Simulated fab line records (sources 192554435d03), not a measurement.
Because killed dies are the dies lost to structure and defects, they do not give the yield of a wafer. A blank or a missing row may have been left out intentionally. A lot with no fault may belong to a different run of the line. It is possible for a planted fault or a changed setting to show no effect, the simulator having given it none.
What tool caused it? + flow n5-finfet + 12 lots, 36 wafers sampled, at 1 step of a route of 1938

## WHAT EACH GAUGE READ, for each wafer
N5_MOL_CONTACT_COAG_INSPECT_57: inspects for defects (brightfield).
| lot  | measured     | on                | raw-defect-count |
|------|--------------|-------------------|------------------|
| L074 | day 5 19:53  | defect-inspect-01 | 243 154 165      |
| L078 | day 5 23:37  | defect-inspect-01 | 172 180 202      |
| L080 | day 6 16:04  | defect-inspect-02 | 200 209 228      |
| L081 | day 6 18:44  | defect-inspect-02 | 150 183 251      |
| L083 | day 7 07:56  | defect-inspect-02 | 179 137 118      |
| L085 | day 7 22:46  | defect-inspect-01 | 306 270 128      |
| L087 | day 8 07:59  | defect-inspect-02 | 324 163 258      |
| L089 | day 9 00:35  | defect-inspect-02 | 168 194 157      |
| L091 | day 9 06:50  | defect-inspect-02 | 304 195 262      |
| L093 | day 9 22:08  | defect-inspect-01 | 181 198 255      |
| L095 | day 10 08:30 | defect-inspect-01 | 258 95 185       |
| L097 | day 10 20:35 | defect-inspect-01 | 150 155 190      |

## WHICH TOOL RAN EACH LOT (tool, then ch and the chambers of the sampled wafers, then the start)
The record shows no process step preceding these readings.

## THE ANSWER, worked out from the rows above alone
Rule: the lots themselves supply what counts as usual. The widest of any qualifying gaps counts: lots, ordered by their means at a reading, are off when they make up no more than a third of the lots, leave a main group of 4 or more, and stand apart from it by 3 or more times the standard deviation of that group's means. Not used: any main group whose means are identical at the precision the tables above print for the reading. Also off: a lot with no number at a reading for which 4 or more lots have one. The other lots that the step has rows for count as sound.
No lot is off at any reading shown: from this, nothing can be told.

## WHAT THE SIMULATOR PUT IN
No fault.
